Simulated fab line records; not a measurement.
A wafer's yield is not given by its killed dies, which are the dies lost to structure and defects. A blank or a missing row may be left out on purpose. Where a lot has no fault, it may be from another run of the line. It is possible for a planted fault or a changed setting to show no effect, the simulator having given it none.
fab line records    flow n5Finfet
record: lots: 4  wafers: 12  lastDay: 15
route steps=1938 shown BEOL_M1@780 BEOL_M4@1111 PASSIVATION@1936
lots with no fault: from the same line, run without faults
startH: hours from the record's opening day to when the first of the lot's shown wafers began    waitH: hours from the lot's prior step to this one    " as in the row above    L1.1+2: several wafers, shown together as one row    - either no value or no given start    * or withheld: withheld    < > ~ a bound
route shown NAME@n: a module of which the file shows steps, and the number in the route of the first    usual: mean/standard deviation taken from wafers without a fault    same: alike in all rows    chamber/n: place in a boat    sites: the reading at each site    _std_site: the values' standard deviation    _edge_site: outer sites' mean less inner sites'    radiusMm: for every site, how far away it sits from the centre of the wafer    mask NAME#n: copy n    behind: the last tool/chamber to shape the wafer    hold: the reason the lot was held/the length of the hold in hours/how it ended    device: which transistor (n, p or np) failed to switch    end of line: tests of these same wafers at the route's end    step lacking rows: just its recipe    killed: the dies lost at the first sort to structure and to defects; this is not the yield of the wafer    map: the dies of a wafer, with x for killed, . for not killed, _ for no die there
set.NAME: the setting that was run; set.NAME@STEP: the one run at that earlier step    model.NAME: the simulator's own value behind a step, which no gauge read
lots seen at some steps along the route; tables by step, rows by wafer
services: a tool's chamber out of use, with start hour (startH, from the record's first day; less than 0 if before it), hours out, and reason
== steps ==
step: N5_BEOL_M1_COAT_22
recipe: resist: CAR-EUV  spinRpm: 1500  resistThkNm: 30
step: N5_BEOL_M1_EBR_24
recipe: solvent: PGMEA  ebrWidthMm: 1.5
step: N5_BEOL_M1_SOFTBAKE_23
recipe: tempC: 110  timeS: 60  resist: CAR-EUV
step: N5_BEOL_M1_EXPOSE_25
recipe: maskId: V0  na: 0.33  sourceShape: quasar  sigmaInner: 0.2  sigmaOuter: 0.8  polarization: unpolarized  defocusNm: 5  targetCdNm: 24  doseMj: 63
step: N5_BEOL_M1_PEB_26
recipe: pebTempC: 100  pebTimeS: 60  resist: CAR-EUV
step: N5_BEOL_M1_DEVELOP_27
recipe: developTimeS: 30  developer: TMAH  resist: CAR-EUV  rinseLiquid: surfactantRinse  dry: airSpin  devTempC: 23
step: N5_BEOL_M1_DESCUM_33
recipe: chemistry: O2  timeS: 7  sourcePowerW: 50  biasPowerW: 20  pressureMtorr: 20  rfFrequencyHz: 2.712e+07  tempC: 40  resist: CAR-EUV  o2FlowSccm: 225
step: N5_BEOL_M1_ETCH_77
recipe: chemistry: N2/H2  target: underlayer  targetDepthA: 65  maskMaterial: CAR-EUV  timeS: 5.2  ionEnergyEv: 200  pressureMtorr: 30  sourceW: 840  biasW: 150  n2FlowSccm: 200  h2FlowSccm: 200  ends: cleared
step: N5_BEOL_M1_ETCH_69
recipe: chemistry: CF4  target: SiARC  targetDepthA: 156  maskMaterial: CAR-EUV  timeS: 26  ionEnergyEv: 80  pressureMtorr: 40  sourceW: 545  biasW: 36  Ar_flow_sccm: 100  cf4FlowSccm: 100  ends: cleared
step: N5_BEOL_M1_ALD_98
recipe: material: SiO2  targetThkA: 25  tempC: 100  aldPrecursorFamily: BDEAS  aldCoReactant: O2-plasma  pulseTimeS: 1  coReactantPulseTimeS: 1  purgeTimeS: 2  coReactantPurgeTimeS: 2  aldCycles: 17  pressureTorr: 2
usual: aldCycles: 17/0  heaterPowerW: 79/7.3  precursorPulseHeightRel: 0.998/0.02
lot.wafer  tool       chamber  startH  waitH  aldCycles  heaterPowerW  precursorPulseHeightRel  model.SiO2_of_BEOL_M1_ALD_98.thkNm
L958.3     aldSin-03  2        172.21  0.1    17         81            0.989                    2.4
L958.4     "          0        "       "      17         71            0.998                    2.6
L958.5     "          3        "       "      17         86            0.985                    2.6
L959.1     aldSin-03  2        173.38  0.1    28         80            1.011                    4.2
L959.3     "          0        "       "      28         73            0.980                    4.2
L959.5     "          0        "       "      17         69            0.962                    2.6
L962.3     aldSin-03  1        197.96  0.4    28         83            1.029                    4.2
L962.5     "          0        "       "      17         71            1.002                    2.4
L962.6     "          3        "       "      17         85            1.015                    2.6
L965.2     aldSin-01  2        211.73  0.1    17         65            0.976                    2.6
L965.5     "          2        "       "      17         67            0.996                    2.6
L965.6     "          3        "       "      17         98            1.022                    2.6
step: N5_BEOL_M1_ETCHBACK_99
recipe: chemistry: CHF3  target: SiO2  targetDepthA: 50  timeS: 10.4  sourceW: 215  biasW: 47  Ar_flow_sccm: 200  CHF3_flow_sccm: 12  ionEnergyEv: 100  pressureMtorr: 30
step: N5_BEOL_M1_ETCH_70
recipe: chemistry: N2/H2  target: SOC  targetDepthA: 800  overetchA: 160  maskMaterial: SiARC  tempC: 40  timeS: 120  ionEnergyEv: 200  pressureMtorr: 30  sourceW: 840  biasW: 150  n2FlowSccm: 200  h2FlowSccm: 200
step: N5_BEOL_M1_STRIP_71
recipe: chemistry: N2/H2  tempC: 40  n2FlowSccm: 200  h2FlowSccm: 200  rfFrequencyHz: 6e+07
step: N5_BEOL_M1_STRIP_78
recipe: chemistry: N2/H2  tempC: 40  n2FlowSccm: 200  h2FlowSccm: 200  rfFrequencyHz: 6e+07
step: N5_BEOL_M1_VIA_ETCH_34
recipe: chemistry: C4F6/O2  targetDepthA: 678  maskMaterial: SOC  pressureMtorr: 15  ionEnergyEv: 250  taperDeg: 4  timeS: 64.4  sourceW: 350  biasW: 170  Ar_flow_sccm: 300  C4F6_flow_sccm: 10  O2_flow_sccm: 10
usual: C4F6_flow_sccm: 10.00/0.03  chamberPressureMTorr: 14.999/0.013  drypumpMotorCurrentA: 5.50/0.25  mfcArSccm: 300.1/0.9  oesProductAu: 0.78/0.091  rfVppV: 665/15  showerheadPlenumPTorr: 2.86/0.09  throttleValvePct: 30.8/0.37
lot.wafer  tool        chamber  startH  waitH  C4F6_flow_sccm  chamberPressureMTorr  drypumpMotorCurrentA  mfcArSccm  oesProductAu  rfHoursCounterH  rfVppV  showerheadPlenumPTorr  throttleValvePct  model.BEOL_M1.cdNm
L958.3     rieDiel-01  3        172.97  0.0    9.98            15.013                5.17                  299.1      0.85          53               661     2.90                   31.1              18.2
L958.4     "           0        "       "      10.02           15.004                5.42                  300.6      0.76          -                639     2.72                   30.8              17.6
L958.5     "           3        "       "      10.03           15.020                5.14                  299.1      0.85          -                660     2.90                   31.1              18
L959.1     rieDiel-01  2        179.00  0.0    10.02           14.984                5.77                  301.7      0.68          232              680     2.94                   31.3              15
L959.3     "           0        "       "      9.97            15.008                5.42                  299.8      0.77          152              639     2.72                   30.8              14.4
L959.5     "           2        "       "      9.98            15.008                5.73                  300.5      0.68          -                679     2.94                   31.3              18.2
L962.3     rieDiel-02  3        198.22  0.0    9.98            14.987                5.35                  301.5      0.76          161              657     2.71                   30.7              14
L962.5     "           2        "       "      9.98            14.984                5.85                  300.3      0.82          -                690     2.86                   30.1              17.6
L962.6     "           3        "       "      9.98            15.014                5.33                  300.2      0.75          -                658     2.71                   30.7              17.4
L965.2     rieDiel-02  2        212.30  0.0    10.01           14.988                5.85                  299.3      0.82          87               688     2.85                   30.1              18
L965.5     "           3        "       "      9.98            15.028                5.34                  298.3      0.74          -                657     2.71                   30.7              17.6
L965.6     "           2        "       "      10.00           15.006                5.85                  299.7      0.82          -                688     2.85                   30.1              18.6
step: N5_BEOL_M1_STRIP_83
recipe: chemistry: C4F6/O2  resist: SiARC  rfFrequencyHz: 6e+07
step: N5_BEOL_M1_STRIP_36
recipe: chemistry: N2/H2  powerW: 450  tempC: 40  pressureMtorr: 20  rfFrequencyHz: 6e+07  overashFraction: 0.3  biasPowerW: 7  h2Frac: 0.5  n2FlowSccm: 200  h2FlowSccm: 200
step: N5_BEOL_M1_TRENCH_ETCH_37
recipe: chemistry: C4F6/O2  targetDepthA: 552.07  target: SiOC  timeS: 29  ionEnergyEv: 250  pressureMtorr: 30  sourceW: 355  biasW: 185  Ar_flow_sccm: 300  C4F6_flow_sccm: 10  O2_flow_sccm: 10
step: N5_BEOL_M1_ETCH_41
recipe: chemistry: CH3F/O2  target: SiCN  targetDepthA: 319  taperDeg: 2  timeS: 57.8  ionEnergyEv: 120  maskMaterial: TiN  pressureMtorr: 30  sourceW: 395  biasW: 75  Ar_flow_sccm: 150  CH3F_flow_sccm: 30  O2_flow_sccm: 20
step: N5_BEOL_M1_STRIP_97
recipe: chemistry: N2/H2  timeS: 10  powerW: 450  tempC: 40  pressureMtorr: 20  rfFrequencyHz: 6e+07  biasPowerW: 7  n2FlowSccm: 200  h2FlowSccm: 200
step: N5_BEOL_M1_HM_STRIP_39
recipe: chemistry: peroxideTinStrip  material: TiN  targetDepthA: 250  tempC: 50  timeS: 158
step: N5_BEOL_M1_SRD_40
recipe: timeS: 30  tempC: 23  rinseLiquid: diw  dry: ipaMarangoni
step: N5_BEOL_M1_PRECLEAN_42
recipe: chemistry: residueRemover  timeS: 60  tempC: 40
step: N5_BEOL_M1_SRD_43
recipe: timeS: 30  tempC: 23  rinseLiquid: diw  dry: ipaMarangoni
step: N5_BEOL_M1_DEGAS_44
recipe: ambient: vacuum  tempC: 250  timeS: 60
step: N5_BEOL_M1_PRE_CLEAN_45
recipe: gas: H2/He  timeS: 30  tempC: 250
step: N5_BEOL_M1_ALD_84
recipe: material: TaN  targetThkA: *  tempC: 275  aldPrecursorFamily: PDMAT  aldCoReactant: NH3  pressureTorr: 3  carrierFlowSccm: 1500  pulseTimeS: 2  purgeTimeS: 3  coReactantPurgeTimeS: 2  coReactantPulseTimeS: 3  aldCycles: 30  precursorVesselTempC: 75  precursorVesselPressureTorr: 26.25  precursorVesselCarrierSccm: 1000
step: N5_BEOL_M1_SURFACE_TREAT_85
recipe: gas: Ar  timeS: *  ionEnergyEv: *  ionCurrentMaCm2: 0.5  pressureMtorr: *  arFlowSccm: 30
step: N5_BEOL_M1_CVD_47
recipe: material: Co  targetThkA: 30  tempC: withheld  precursor: CCTBA/H2  pressureTorr: 30  timeS: 223.8
step: N5_BEOL_M1_SPUTTER_48
recipe: material: Cu  targetThkA: 45  tempC: -20  chamberPressurePa: 0.07  powerW: withheld  timeS: 8.29
step: N5_BEOL_M1_ANNEAL_49
recipe: tempC: 400  timeS: 240  ambient: vacuum
step: N5_BEOL_M1_SPUTTER_79
recipe: material: Cu  targetThkA: 45  tempC: -20  chamberPressurePa: 0.07  powerW: withheld  timeS: 8.29
step: N5_BEOL_M1_ANNEAL_80
recipe: tempC: 400  timeS: 240  ambient: vacuum
step: N5_BEOL_M1_SPUTTER_81
recipe: material: Cu  targetThkA: 45  tempC: -20  chamberPressurePa: 0.07  powerW: withheld  timeS: 8.29
step: N5_BEOL_M1_ANNEAL_82
recipe: tempC: 400  timeS: 240  ambient: vacuum
step: N5_BEOL_M1_SPUTTER_86
recipe: material: Cu  targetThkA: 45  tempC: -20  chamberPressurePa: 0.07  powerW: withheld  timeS: 8.29
step: N5_BEOL_M1_ANNEAL_87
recipe: tempC: 400  timeS: 240  ambient: vacuum
step: N5_BEOL_M4_RC_MEAS_101
usual: DIBL_N: 36.6/1.7  DIBL_P: 36.7/2  IOFF_N: 0.16/0.033  IOFF_P: 0.22/0.04  ION_N: 673/12  ION_P: 463/7.9  SS_N: 71.7/0.58  SS_P: 73.3/0.64  VT_N: 249/3.3  VT_P: -249/3.1
lot.wafer  tool       chamber  startH  waitH  DIBL_N[mV/V]  DIBL_P[mV/V]  IOFF_N[nA/um]  IOFF_P[nA/um]  ION_N[uA/um]  ION_P[uA/um]  SS_N[mV/dec]  SS_P[mV/dec]  VT_N[mV]  VT_P[mV]
L958.3     prober-02  0        212.37  0.3    34.0          33.0          0.11           0.14           641           437           70.4          72.8          254       -259
L958.4     "          0        "       "      36.7          36.2          0.16           0.18           681           458           71.6          73.5          251       -255
L958.5     "          0        "       "      35.9          34.8          0.14           0.16           672           453           71.0          72.5          254       -253
L959.1     prober-01  0        213.78  0.0    32.9          35.2          0.12           0.18           658           458           70.9          73.3          251       -254
L959.5     "          0        "       "      36.7          39.3          0.18           0.25           673           462           72.2          74.3          248       -250
L962.5     prober-01  0        239.62  0.6    41.5          41.0          0.25           0.32           685           469           73.2          74.5          245       -247
L962.6     "          0        "       "      39.8          38.9          0.22           0.27           681           468           72.5          73.7          247       -248
L965.2     prober-02  0        248.02  0.2    36.7          35.5          0.15           0.20           668           457           72.3          73.4          252       -250
L965.5     "          0        "       "      36.0          32.9          0.14           0.18           661           457           72.1          72.1          250       -249
L965.6     "          0        "       "      36.6          35.4          0.15           0.20           670           463           71.9          72.6          250       -251
step: N5_PASSIVATION_PROBE_49
usual: defectLimitedYield: 91.1/1.4  killed_at_M0_to_M3: 34/11  killed_at_M4_up: 14/5.7  killedAtContacts: 14/6.9  killedAtFrontEnd: 40/11  killedAtOther: 4/3.1  killedDies: 105/17  killedOnRim: 14/4.1  killedOpen: 70/13  killedShort: 34/7.6  sort_bin_5_function: 5.3/0.95  sort_bin_6_memory: 3.3/0.64  sort_bin_8_speed: 0.00/0.029  sortNPass: 1075/17  sortYieldPct: 91.1/1.4
same: grossDies: 1180  killedAtBackSide: 0  sort_bin_4_leakage[%]: 0
lot.wafer  tool       chamber  startH  waitH  defectLimitedYield[%]  killed_at_M0_to_M3  killed_at_M4_up  killedAtContacts  killedAtFrontEnd  killedAtOther  killedDies  killedOnRim  killedOpen  killedShort  sort_bin_5_function[%]  sort_bin_6_memory[%]  sort_bin_8_speed[%]  sortNPass  sortYieldPct[%]
L959.1     prober-02  -        331.57  0.0    57.3                   438                 11               23                28                4              504         120          79          25           39.5                    3.0                   0                    676        57.3
L959.3     prober-02  -        331.67  0.1    39.4                   642                 12               21                35                5              715         39           78          41           57.5                    2.5                   0                    465        39.4
L959.5     prober-02  -        331.77  0.2    91.7                   37                  19               16                24                2              98          15           73          24           5.1                     3.2                   0                    1082       91.7
L965.2     prober-01  -        358.88  0.1    90.1                   36                  28               11                41                1              117         15           83          31           5.4                     4.3                   0                    1063       90.1
L965.5     prober-01  -        359.03  0.2    94.1                   30                  15               3                 20                2              70          8            56          14           4.1                     1.8                   0                    1110       94.1
L965.6     prober-01  -        359.08  0.3    92.3                   24                  15               9                 42                1              91          13           61          30           4.2                     3.5                   0                    1089       92.3
L962.3     prober-01  -        362.21  0.1    40.8                   638                 12               14                35                0              699         36           65          32           55.5                    3.4                   0                    481        40.8
L962.5     prober-01  -        362.31  0.2    88.7                   60                  8                11                52                2              133         21           84          47           6.6                     4.2                   0                    1047       88.7
L962.6     prober-01  -        362.36  0.3    92.1                   23                  16               16                34                4              93          11           56          34           4.4                     3.1                   0                    1087       92.1
killed by level:class
L959.1 BEOL_M1:areaEtchback=400 MOL_CONTACT_COAG:geometricParticle:open=20 BEOL_M2:geometricParticle:open=12 BEOL_M0_SAQP:geometricParticle:short=9 FIN_SAQP:geometricParticle:open=6 BEOL_M1:geometricParticle:open=6 STI_FIN_REVEAL:geometricParticle:open=5 BEOL_M0_SAQP:geometricParticle:open=5
L959.3 BEOL_M1:areaEtchback=596 MOL_CONTACT_COAG:geometricParticle:open=18 BEOL_M1:geometricParticle:open=16 FIN_SAQP:geometricParticle:short=7 BEOL_M0_SAQP:geometricParticle:short=7 BEOL_M2:geometricParticle:open=7 FIN_SAQP:geometricParticle:open=6 STI_FIN_REVEAL:geometricParticle:open=6
L959.5 MOL_CONTACT_COAG:geometricParticle:open=14 BEOL_M4:geometricParticle:open=10 BEOL_M1:geometricParticle:open=9 BEOL_M2:geometricParticle:open=8 BEOL_M0_SAQP:geometricParticle:short=6 BEOL_M3:geometricParticle:open=5 STARTING-WAFER:geometricParticle:open=4 FIN_SAQP:geometricParticle:open=3
L965.2 BEOL_M4:geometricParticle:open=14 FIN_SAQP:geometricParticle:open=12 MOL_CONTACT_COAG:geometricParticle:open=11 FIN_SAQP:geometricParticle:short=10 BEOL_M3:geometricParticle:open=9 BEOL_M2:geometricParticle:open=8 BEOL_M0_SAQP:geometricParticle:open=5 BEOL_M0_SAQP:geometricParticle:short=4
L965.5 BEOL_M4:geometricParticle:open=12 BEOL_M1:geometricParticle:open=11 BEOL_M2:geometricParticle:open=7 STI_FIN_REVEAL:geometricParticle:open=5 BEOL_M0_SAQP:geometricParticle:open=4 BEOL_M3:geometricParticle:open=4 MOL_CONTACT_COAG:geometricParticle:open=3 STARTING-WAFER:geometricParticle:short=3
L965.6 BEOL_M4:geometricParticle:open=12 BEOL_M2:geometricParticle:open=11 FIN_SAQP:geometricParticle:short=8 FIN_SAQP:geometricParticle:open=8 MOL_CONTACT_COAG:geometricParticle:open=7 GATE_CUT:geometricParticle:short=6 STI_FIN_REVEAL:geometricParticle:open=5 DUMMY_GATE:geometricParticle:open=4
L962.3 BEOL_M1:areaEtchback=601 MOL_CONTACT_COAG:geometricParticle:open=13 BEOL_M3:geometricParticle:open=10 BEOL_M1:geometricParticle:open=6 BEOL_M4:geometricParticle:open=5 BEOL_M0_SAQP:geometricParticle:open=5 BEOL_M0_SAQP:geometricParticle:short=5 STARTING-WAFER:geometricParticle:open=5
L962.5 BEOL_M0_SAQP:geometricParticle:short=16 FIN_SAQP:geometricParticle:short=11 FIN_SAQP:geometricParticle:open=11 STI_FIN_REVEAL:geometricParticle:open=11 BEOL_M1:geometricParticle:open=11 BEOL_M3:geometricParticle:open=10 MOL_CONTACT_COAG:geometricParticle:open=9 BEOL_M2:geometricParticle:open=8
L962.6 MOL_CONTACT_COAG:geometricParticle:open=11 BEOL_M4:geometricParticle:open=9 FIN_SAQP:geometricParticle:short=8 BEOL_M3:geometricParticle:open=7 STI_FIN_REVEAL:geometricParticle:open=6 GATE_CUT:geometricParticle:short=6 MOL_CONTACT_COAG:geometricParticle:short=5 FIN_SAQP:geometricParticle:open=4
map L959.3 (x killed, . not)
_________________.....x...x..________________
______________.xx....xxxx.....xx_____________
___________.............xx..x......__________
__________.............x..x..x....x._________
________.x.....x.x..x.x..x...x.......x_______
_______...x..x.x.x...........x...x.....______
______.......x...x...x...x.x.x...xx....._____
_____........xxx.xxxxxxx.x...xxxxxx......____
____...xx.x..x...xx.xxxx.xxxxx..x..x.x..x.___
___....x.xx...x...xx.xxx.xxxx..x.xxxx.x....__
___......xx..xxxxxxxxxxx.xxxxxxx.x.x.x.....__
__x..xx.xx....xxxxxxxxxxxx..xxxxxxxxxxx..x.x_
__.x.....x.xx.xx.xxxxxx.xxxxxx.xxxxx.x...x.._
_.....xx..xxx.x.xxxxxxxxxxxxxxxxx.xxx.x......
_.x....xx.xxxxxx..xxxxxxxxxxxxxx.x..xx.x..x..
_.....xxxxxx.xxxxxxxxxxxxxxxxxxxxxxxxxx.x.x..
_.....x..xxxxxxxxxxxxxxxxxxxxxxxxx.x.xx...x..
_.x.x.xxx.xxxxxxxxxxxxxx.xxxxxxxxxxxx.x....xx
_...x.xxxxxxxxxxxxxxxxxxx.xxxxxxxxxxx.x....x.
_.x..x..x.xxxxxxx.xx.xxxx.xxxxxxxxxxxxxx.xx..
_.....x.xxxxx.x.xxxxxxxxx.xxxxxxx.xxxxx.x....
__..xxxxxxxxxxxxxxxxxxx.xxxxx.xx.xxxx.xxx..._
__x.x..xxxx.xxxxxxxxxxx.xxxxxxxxxxxx.xxx.x.._
___xxxx...x.xxxxxxxxx.xxx.xxxxxxxx.xxxxx...__
___..xx.xxx.xxx.xxxxxxxxxxxxxxxxxxx.xxx.x..__
____....xx..xxxxxxx.xxxxx.xxxxxx.xxxxxxxx.___
_____...x.xxxxxxxx.xxxxx.xxxxxxxxxxxxx..x____
______xx.x.x.xxxx.xxxxx.x.xx.xxxxx.x.xxx_____
_______....xxx.x.xxxxxxxxxxxxxx.x.x.xxx______
________......xxxx.xxxxxxxx..xx.xx.xx._______
__________.x..xxx.x.xxx.xx.x.x.xxxx._________
___________x....xx.xxxx.x.xxxxx.x.x__________
______________.x.xxxx.xxx..x..xx_____________
_________________..x...x.xx.x________________
map L962.3 (x killed, . not)
_________________.....x......________________
______________............x...x._____________
___________........x..x.xxxx..x....__________
__________.x.......x...x.xx.x......x_________
________x....x...xx..xxx.x..x........._______
_______....xx.xx...x.x..xx....x...x....______
______...x..x.xxx.x.....x....x.xx..xx..._____
_____x.x...xxxx.x.xxxx.xxxxxx..x.x..x..x.____
____....xxx.xxx.xx..x.x.xxxxxx..xxxxxxx.x.___
___..x..x..xxx.xxxx.xxxxxx.x..xx.xxxx..x...__
___.x..x...xxxxx.x.x.xxxxx.xxxxxx.x..x.x..x__
__x.x.xx.xxxxxxxxx.x.x.xx..xxxxx.xxxx......._
__...x.xxx.x.x.xxxxxxxxxxxxxxxxx.xxxx......x_
_x..x..xx.xxxxxxxxxxxxxxxx.xxxxxxxxxx.xx.x...
_..x.xxxxxxxxxxx.xxxxxxxxx..xx.xxxxxx.x....x.
_....xx.xxx.xxxxxxx.xxxxxxxxxxxx.xxxxx.x..xx.
_....x..xxxxxxxxxxx.xxxxxxxxxxxxxxxxx...x.x..
_x....x.x.xxxxxxxxxxxxxxxxxxxxxxxx.xx.x.....x
_...x.xxxxxxx.xxxxxxxxxxxxxxxxxxxx.x..x.x....
_.x..xxxxxx.xxxxxxxxxxxxxxxxxxxxxxxxx...xx...
_x.....xx.xxxxxxxxxxxxxxxxxx.xxxxxx.xx...xx.x
__..x..x..xxxx.xxxxxxx.x.xxxxx.xxxxxxxxxxx.x_
__......xx.x.xx.xxxxxxxx.xxxxxxxx.x.x..xx..._
___x.x.xx.xxxxxxxxxxxxxxxxxxxxxxx..x.xx....__
___..x.x..x.xxxxxxxxxxxxxxxxxx.xx...xx.x...__
____...x..xx.xxxxxxxxxxxxxxxxxx..xxx......___
_____.xxxxx.x.xxxxxxxxxxxxxxxxx.xx..x....____
______xxx.xx.x..xxxxxx.xxx.x..xxx..xxx.._____
_______.x..xxxx..xxx...xx.xx...x...x..x______
________x.....x...xxx.x.x.xx.xx.xxxxx._______
__________.....xxx..xxx...xxx...xx.._________
___________.....x.xx....x.xxxx.x...__________
______________x.x..xxxx.x..xxx.._____________
_________________..xx.x..x..x________________
== services ==
tool        chamber  startH  hours  kind
rieDiel-01  2        164.28  2.8    repair
rieDiel-01  1        168.11  -      clean
rieDiel-01  1        168.11  -      consumableReplace:focusRing
rieDiel-01  1        168.11  13.9   scheduledDown
rieDiel-01  1        168.11  13.9   ventCycle
== key ==
firstSign: step: N5_BEOL_M1_ALD_98  reading: aldCycles  direction: up  sigmas: 99+  usual: *  struck: *
effect: step: N5_PASSIVATION_PROBE_49  reading: killed_at_M0_to_M3  direction: up  sigmas: 50  usual: 34  struck: 573
modelEffect: step: N5_BEOL_M1_ALD_98  value: SiO2_of_BEOL_M1_ALD_98.thkNm  without: 2.533  struck: 4.2
modelEffect: step: N5_BEOL_M1_VIA_ETCH_34  value: BEOL_M1.cdNm  without: 17.67  struck: 14.47
moreKillsBornAt: N5_BEOL_M1_ETCHBACK_99@rieDiel-01: 996  N5_BEOL_M1_ETCHBACK_99@rieDiel-02: 601
metAt N5_BEOL_M1_ALD_98
struckWafers L959.1,L959.3,L962.3
laterRowsLeftOut L959.3,L962.3
onsetBetween 172.21 173.38
fault: kind: processParameterDrift  tool: aldSin-03  chamber: -  onsetH: 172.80  steps: N5_BEOL_M1_ALD_98  channel: aldCycles  offset: *  shape: step  endH: 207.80  scope: struckWafersOnly  actsIn: *  stated: *
laterRowsLeftOut: the simulator's readings of these wafers behind a module that went badly wrong aren't trusted and aren't shown, but for the sort
